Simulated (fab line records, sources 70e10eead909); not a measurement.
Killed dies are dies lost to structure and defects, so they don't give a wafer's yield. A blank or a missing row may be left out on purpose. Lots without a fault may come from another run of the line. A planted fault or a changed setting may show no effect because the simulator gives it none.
fab line records | flow nand_harc
record lots=12 wafers=36 last_day=34
route steps=1302 shown A_STAIRCASE@870 A_SGD_CUT@898
lots that met no fault: from a run of the same line without faults
start_h: hours from the record's first day to the start of the lot's first wafer shown | wait_h: hours since the lot's step before | " the same as in the row above | L1.1+2: a row that stands for several wafers | - no value, or no start given | * or withheld: withheld | < > ~ a bound
route shown NAME@n: a module of which the file shows steps, and the number in the route of the first | usual: mean/standard deviation of fault-free wafers | same: alike in all rows | chamber/n: place in a boat | sites: the reading at each site | _std_site: their standard deviation | _edge_site: outer sites' mean less inner sites' | radius_mm: how far each site lies from the wafer's centre | mask NAME#n: copy n | behind: the tool/chamber that last shaped the wafer | hold: why the lot was held/for how many hours/how that ended | device: the transistor (n, p or np) that didn't switch | end of line: the same wafers' tests at the end of the route | a step without rows: its recipe alone | killed: dies lost to structure and defects at the first sort, not the wafer's yield | map: a wafer's dies, x killed, . not, _ none there
set.NAME: the setting as run; set.NAME@STEP: as run at that earlier step | model.NAME: the simulator's own value behind a step, which no gauge read
steps of the route over a sample of lots; a table a step, a row a wafer
services: from which hour (start_h, from the record's first day; less than 0 if before it) a tool's chamber was out of use, for how many hours, and why
## steps
# step NHARC_A_STAIRCASE_ETCH_444
# recipe target_depth_a=2.04e+05 time_s=6800 c4f8_flow_sccm=20 o2_flow_sccm=10 ar_flow_sccm=withheld rf_w=600 bias_w=1000 chemistry=C4F8/O2
# usual oes_product_au=0.930/0.019 rf_fwd_power_W=599.8/1.8 rf_vpp_V=807/5.4
# columns lot.wafer tool chamber start_h wait_h oes_product_au rf_fwd_power_W rf_hours_counter_h rf_vpp_V
L457.2 rie_diel-09 2 439.66 0.1 0.912 599.1 39 811
L457.1 " 3 " " 0.933 598.5 39 803
L457.5 " 2 441.56 1.9 0.913 601.4 - 810
L460.2 rie_diel-09 0 472.25 0.1 0.913 600.7 50 815
L460.4 " 1 " " 0.919 598.3 41 802
L460.6 " 0 474.13 1.9 0.912 598.6 - 814
L461.3 rie_diel-13 2 484.16 1.5 0.937 601.7 41 810
L461.6 " 3 " " 0.901 599.4 - 814
L461.5 " 0 " " 0.920 601.8 - 806
L462.3 rie_diel-04 1 498.54 0.1 0.926 599.9 36 804
L462.1 " 2 " " 0.926 597.5 42 797
L462.6 " 2 500.90 2.5 0.929 597.9 - 798
L467.1 rie_diel-13 3 542.11 3.4 0.940 598.3 7 813
L467.6 " 2 543.54 4.8 0.962 600.2 - 811
L467.5 " 3 " " 0.940 601.0 - 811
L469.1 rie_diel-09 3 548.90 0.1 0.950 597.7 16 804
L469.3 " 1 " " 0.904 600.7 15 801
L469.6 " 0 551.30 2.4 0.911 597.1 - 814
L470.4 rie_diel-04 2 572.28 0.5 0.963 600.9 8 816
L470.5 " 1 573.69 1.9 0.959 599.9 - 805
L470.6 " 2 " " 0.974 598.7 - 816
L472.3 rie_diel-13 3 595.36 0.1 0.943 599.9 25 814
L472.2 " 2 596.63 1.4 0.956 598.3 26 807
L472.4 " 3 " " 0.929 602.8 - 813
L473.3 rie_diel-04 0 596.12 1.0 0.962 598.9 14 812
L473.6 " 2 " " 0.919 597.2 - 815
L473.5 " 3 " " 0.932 602.9 - 800
L476.2 rie_diel-13 2 624.96 1.1 0.951 597.9 36 810
L476.4 " 3 " " 0.937 601.4 36 812
L476.6 " 1 " " 0.911 598.5 - 798
L477.3 rie_diel-13 3 636.83 1.0 0.935 599.9 40 813
L477.2 " 0 " " 0.934 598.3 44 804
L477.5 " 1 " " 0.908 597.1 - 798
L479.2 rie_diel-13 2 662.56 1.0 0.948 600.0 51 809
L479.4 " 3 " " 0.978 598.4 49 811
L479.6 " 1 " " 0.921 600.8 - 799
# step NHARC_A_STAIRCASE_STRIP_475
# recipe time_s=20 o2_flow_sccm=500 ar_flow_sccm=0 bias_w=0 chemistry=O2
# usual drypump_motor_current_A=5.8/0.35 o2_flow_sccm=499.9/1.5 oes_product_au=0.998/0.016 rf_vpp_V=57.8/0.96 showerhead_plenum_p_Torr=3.53/0.16 throttle_valve_pct=17.037/0.0095
# columns lot.wafer tool chamber start_h wait_h drypump_motor_current_A o2_flow_sccm oes_product_au rf_hours_counter_h rf_vpp_V showerhead_plenum_p_Torr throttle_valve_pct
L457.2 rie_diel-09 0 445.98 0.2 6.0 498.8 0.985 40 58.7 3.76 17.041
L457.1 " 2 " " 6.3 499.6 0.994 42 58.8 3.64 17.029
L457.5 " 2 " " 6.2 501.0 0.993 - 58.0 3.64 17.041
L460.2 rie_diel-09 3 - - 5.4 500.6 0.985 54 55.3 3.43 17.036
L460.4 " 2 " " 6.2 500.5 0.974 54 58.4 3.63 17.039
L460.6 " 3 " " 5.4 497.1 0.989 - 56.6 3.43 17.042
L461.3 rie_diel-09 0 - - 6.1 501.1 0.999 57 58.9 3.75 17.048
L461.5 " 2 " " 6.2 497.8 0.989 - 59.1 3.63 17.035
L461.6 " 3 " " 5.4 499.9 1.000 - 57.4 3.43 17.041
L462.1 rie_diel-04 0 - - 5.7 501.7 1.013 39 56.9 3.71 17.033
L462.3 " 1 " " 5.4 498.9 0.989 40 57.6 3.47 17.041
L462.6 " 0 " " 5.7 498.7 1.010 - 58.1 3.71 17.059
L467.1 rie_diel-09 0 - - 6.1 499.3 0.984 14 58.5 3.74 17.034
L467.5 " 3 " " 5.3 499.8 1.021 - 56.2 3.42 17.039
L467.6 " 0 " " 6.0 501.1 0.988 - 58.6 3.74 17.035
L469.3 rie_diel-13 2 - - 5.2 501.2 1.019 14 57.6 3.63 17.020
L469.1 " 3 " " 5.2 499.3 1.006 15 59.1 3.70 17.038
L469.6 " 2 " " 5.2 501.3 1.020 - 57.1 3.63 17.026
L470.4 rie_diel-04 3 - - 6.2 498.9 1.015 10 58.4 3.34 17.039
L470.6 " 3 " " 6.2 500.6 1.014 - 55.6 3.34 17.039
L470.5 " 0 " " 5.7 498.7 1.022 - 58.2 3.70 17.040
L473.3 rie_diel-04 2 - - 5.6 501.6 0.991 21 60.4 3.80 17.041
L473.5 " 1 " " 5.4 500.2 0.971 - 56.9 3.45 17.039
L473.6 " 2 " " 5.6 499.7 0.992 - 57.9 3.80 17.045
L472.3 rie_diel-09 2 - - 6.2 498.6 0.997 33 57.4 3.61 17.041
L472.2 " 3 " " 5.4 504.4 1.022 34 57.4 3.41 17.032
L472.4 " 0 " " 6.1 500.6 0.992 30 57.2 3.73 17.041
L476.2 rie_diel-13 2 - - 5.2 500.7 1.031 38 58.7 3.61 17.054
L476.4 " 0 " " 5.6 499.8 1.015 41 58.7 3.48 17.034
L476.6 " 1 " " 5.9 500.3 0.996 - 56.8 3.30 17.038
L477.2 rie_diel-13 2 - - 5.2 499.9 1.026 45 58.7 3.61 17.037
L477.3 " 3 " " 5.2 500.0 1.014 42 59.8 3.69 17.030
L477.5 " 1 " " 5.8 499.4 0.993 - 55.2 3.29 17.027
L479.4 rie_diel-09 1 - - 5.9 500.1 0.989 48 56.9 3.37 17.039
L479.2 " 2 " " 6.2 502.6 0.988 50 56.6 3.60 17.027
L479.6 " 3 " " 5.4 499.0 1.020 - 57.5 3.40 17.039
# step NHARC_A_SGD_CUT_EXPOSE_06
# recipe na=1.35 dose_mj=85.59 mask_id=SGD
# usual exposure_dose_mJ_cm2=85.60/0.087
# columns lot.wafer tool chamber start_h wait_h mask exposure_dose_mJ_cm2
L457.1 arfi_scanner-02 0 447.46 - SGD#0 85.57
L457.2 " 0 " " SGD#0 85.65
L457.5 " 0 " " SGD#0 85.59
L460.2 arfi_scanner-01 0 479.89 - SGD#0 85.76
L460.4 " 0 " " SGD#0 85.66
L460.6 " 0 " " SGD#0 85.56
L461.3 arfi_scanner-03 0 490.39 - SGD#0 85.47
L461.5 " 0 " " SGD#0 85.58
L461.6 " 0 " " SGD#0 85.58
L462.1 arfi_scanner-01 0 506.44 - SGD#0 85.60
L462.3 " 0 " " SGD#0 85.54
L462.6 " 0 " " SGD#0 85.59
L467.1 arfi_scanner-01 0 549.18 - SGD#0 85.61
L467.5 " 0 " " SGD#0 85.67
L467.6 " 0 " " SGD#0 85.66
L469.1 arfi_scanner-03 0 556.75 - SGD#0 85.67
L469.3 " 0 " " SGD#0 85.58
L469.6 " 0 " " SGD#0 85.68
L470.4 arfi_scanner-02 0 579.42 - SGD#0 85.69
L470.5 " 0 " " SGD#0 85.74
L470.6 " 0 " " SGD#0 85.66
L473.3 arfi_scanner-02 0 602.85 - SGD#0 85.71
L473.5 " 0 " " SGD#0 85.60
L473.6 " 0 " " SGD#0 85.70
L472.2 arfi_scanner-02 0 603.92 - SGD#0 85.67
L472.3 " 0 " " SGD#0 85.68
L472.4 " 0 " " SGD#0 85.59
L476.2 arfi_scanner-02 0 632.13 - SGD#0 87.40
L476.4 " 0 " " SGD#0 87.26
L476.6 " 0 " " SGD#0 87.41
L477.2 arfi_scanner-02 0 643.44 - SGD#0 87.11
L477.3 " 0 " " SGD#0 87.05
L477.5 " 0 " " SGD#0 87.12
L479.2 arfi_scanner-01 0 669.27 - SGD#0 85.52
L479.4 " 0 " " SGD#0 85.52
L479.6 " 0 " " SGD#0 85.52
# step NHARC_A_SGD_CUT_DESCUM_14
# recipe time_s=3 o2_flow_sccm=200 ar_flow_sccm=0 bias_power_w=0 chemistry=O2
# usual drypump_motor_current_A=5.6/0.48 o2_flow_sccm=200.0/0.59 oes_product_au=0.998/0.016 rf_vpp_V=57.9/0.9 showerhead_plenum_p_Torr=1.93/0.071 throttle_valve_pct=11.311/0.0081
# columns lot.wafer tool chamber start_h wait_h drypump_motor_current_A o2_flow_sccm oes_product_au rf_hours_counter_h rf_vpp_V showerhead_plenum_p_Torr throttle_valve_pct
L457.1 rie_diel-10 2 447.79 0.1 4.7 199.8 0.998 2 57.9 1.86 11.313
L457.2 " 1 " " 5.5 200.4 0.991 2 56.8 1.97 11.300
L457.5 " 2 " " 4.7 199.3 1.003 - 57.5 1.86 11.307
L460.2 rie_diel-11 3 480.23 0.1 6.3 200.2 1.018 1 59.4 2.06 11.314
L460.4 " 0 " " 5.1 199.1 1.008 1 57.7 1.97 11.311
L460.6 " 1 " " 5.4 198.8 0.959 - 58.1 1.84 11.315
L461.3 rie_diel-10 0 490.73 0.1 5.8 199.6 1.009 6 58.0 2.00 11.314
L461.5 " 1 " " 5.4 199.3 0.989 - 58.5 1.97 11.320
L461.6 " 2 " " 4.7 200.7 0.984 - 57.1 1.86 11.291
L462.1 rie_diel-11 3 506.77 0.1 6.3 199.9 1.028 2 56.6 2.06 11.325
L462.3 " 0 " " 5.1 201.3 0.987 2 56.5 1.97 11.317
L462.6 " 0 " " 5.1 201.1 0.985 - 57.7 1.97 11.317
L467.1 rie_diel-10 2 549.52 0.1 4.7 200.3 0.994 11 57.8 1.86 11.305
L467.5 " 1 " " 5.4 199.5 0.993 - 58.7 1.96 11.321
L467.6 " 3 " " 5.7 199.6 1.019 - 57.9 1.91 11.318
L469.3 rie_diel-06 2 557.08 0.1 6.0 200.2 0.990 4 57.5 1.85 11.297
L469.1 " 3 " " 5.3 199.6 1.009 4 59.1 1.81 11.316
L469.6 " 1 " " 5.8 199.5 1.017 - 57.0 1.91 11.314
L470.4 rie_diel-10 3 579.75 0.1 5.7 199.4 1.002 14 57.6 1.91 11.311
L470.6 " 0 " " 5.8 198.8 1.001 - 56.8 2.00 11.306
L470.5 " 1 " " 5.4 200.6 0.996 - 58.9 1.96 11.308
L473.3 rie_diel-11 2 603.19 0.1 6.3 200.9 0.990 8 57.4 1.93 11.296
L473.6 " 3 " " 6.3 200.2 1.026 - 58.3 2.06 11.321
L473.5 " 0 " " 5.1 199.8 0.988 - 58.0 1.97 11.309
L472.4 rie_diel-11 0 604.24 0.1 5.1 200.8 1.000 7 57.4 1.97 11.313
L472.2 " 2 " " 6.2 199.2 1.010 8 58.1 1.93 11.298
L472.3 " 3 " " 6.3 199.0 1.020 8 57.1 2.06 11.318
L476.4 rie_diel-06 1 632.46 0.1 5.8 200.2 0.984 8 57.5 1.91 11.291
L476.2 " 2 " " 6.0 200.4 0.986 9 56.8 1.85 11.309
L476.6 " 0 " " 5.3 200.0 0.964 - 58.2 2.01 11.316
L477.2 rie_diel-11 1 643.77 0.1 5.4 200.2 1.003 1 58.3 1.84 11.309
L477.3 " 3 " " 6.3 200.0 1.010 1 58.0 2.06 11.327
L477.5 " 1 " " 5.4 200.7 1.003 - 56.1 1.84 11.321
L479.4 rie_diel-10 3 669.60 0.1 5.7 200.4 1.018 5 59.6 1.91 11.310
L479.2 " 2 " " 4.7 200.0 0.987 5 57.5 1.86 11.302
L479.6 " 3 " " 5.7 200.3 1.010 - 58.0 1.91 11.323
## services
# columns tool chamber start_h hours kind
rie_diel-10 - 419.69 9.0 pm
arfi_scanner-01 - 425.13 0.3 repair
arfi_scanner-01 - 430.25 4.0 pm
rie_diel-11 - 432.50 9.0 pm
rie_diel-09 1 443.80 8.7 repair
rie_diel-11 - 453.04 0.8 repair
arfi_scanner-02 - 483.76 0.2 repair
arfi_scanner-02 - 484.00 4.0 pm
rie_diel-09 - 497.14 9.0 pm
arfi_scanner-02 - 498.11 1.0 repair
rie_diel-10 - 501.69 1.4 repair
rie_diel-13 - 519.23 9.0 pm
arfi_scanner-01 - 526.14 0.9 repair
rie_diel-04 - 534.14 9.0 pm
rie_diel-10 0 540.50 9.2 repair
rie_diel-13 0 543.73 4.0 repair
rie_diel-11 0 550.18 3.1 repair
arfi_scanner-02 - 573.21 0.8 repair
arfi_scanner-02 - 593.86 1.2 repair
rie_diel-10 - 596.74 9.0 pm
rie_diel-11 - 609.50 9.0 pm
rie_diel-09 3 620.89 3.2 repair
rie_diel-13 0 650.82 5.1 repair
arfi_scanner-02 - 656.00 4.0 pm
## key
first_sign step=NHARC_A_SGD_CUT_EXPOSE_06 reading=exposure_dose_mJ_cm2 direction=up sigmas=19 usual=85.60 struck=87.23
effect none on later readings
met_at NHARC_A_SGD_CUT_EXPOSE_06
struck_lots L476,L477
rows_end L476.2,L476.4,L477.3,L477.5
tester_left_out L476,L477
loop_trim step=NHARC_A_SGD_CUT_EXPOSE_06 setting=dose lots=L477
not_acting_at NHARC_A_STAIRCASE_ETCH_444,NHARC_A_STAIRCASE_STRIP_475,NHARC_A_SGD_CUT_DESCUM_14
onset_between 603.92 632.13
fault kind=process_parameter_drift tool=arfi_scanner-02 chamber=- onset_h=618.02 steps=NHARC_A_SGD_CUT_EXPOSE_06 channel=dose_mj offset=1.7633 shape=step acts_in=these_recipes_only stated=85.59
# tester_left_out: of these lots the tester's yield and bins aren't shown, on N5 and GAA mostly nor the transistor test; their killed dies are dies lost to structure and defects alone, not to doping, threshold or leakage, so they don't give the yield
# rows_end: these wafers met a further fault down the route, and their rows from its step on are left out
# loop_trim: a control loop set the setting to another value than it would have without faults
